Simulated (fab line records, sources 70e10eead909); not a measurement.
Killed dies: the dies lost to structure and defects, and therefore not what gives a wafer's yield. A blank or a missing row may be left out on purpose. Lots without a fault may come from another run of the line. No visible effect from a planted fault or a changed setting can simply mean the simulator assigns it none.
Chamber matching | flow nand_harc | NHARC_A_CHANNEL_HOLE_D1_ETCH_39 on rie_diel-01: 4 sister chambers
The step etches the open film in N2/H2, target depth 260 nm, time 325 s. 4 wafers are shown with their chamber, then 8 later ones without.

## EACH WAFER AND ITS CHAMBER
wafer  | chamber | drypump_motor_current_A (A)
L956.2 | 1       | 5.6
L957.3 | 3       | 5.6
L958.4 | 0       | 5.2
L958.5 | 2       | 6.4

## WAFERS WITHOUT THEIR CHAMBER
wafer  | drypump_motor_current_A (A)
L958.6 | 5.6
L964.1 | 5.2
L964.4 | 5.5
L964.5 | 5.6
L965.2 | 6.4
L965.4 | 5.2
L965.5 | 5.6
L966.5 | 5.6

## WHICH CHAMBER EACH WENT THROUGH
wafer  | from the rows above     | in truth
L958.6 | can't be placed: 1 or 3 | 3
L964.1 | 0                       | 0
L964.4 | can't be placed: 1 or 3 | 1
L964.5 | can't be placed: 1 or 3 | 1
L965.2 | 2                       | 2
L965.4 | 0                       | 0
L965.5 | can't be placed: 1 or 3 | 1
L966.5 | can't be placed: 1 or 3 | 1
3 of 8 placed correctly. Unplaceable from these rows: 5, with the true chamber sitting among the candidates in 5. Wrongly placed: 0.
How it was worked out, from the rows above alone: a wafer's distance from a chamber is the root of the sum, over the readings, of the square of ((its reading less the chamber's mean) divided by the reading's scatter). If the next closest chamber is less than 2 further off than the closest, the wafer can't be placed; otherwise it belongs to the closest. For every chamber, the mean is computed from those of its wafers that are shown. The scatter: with one shown wafer a chamber, the root of the mean of the squares of how far each hidden wafer lies from its nearest shown one.
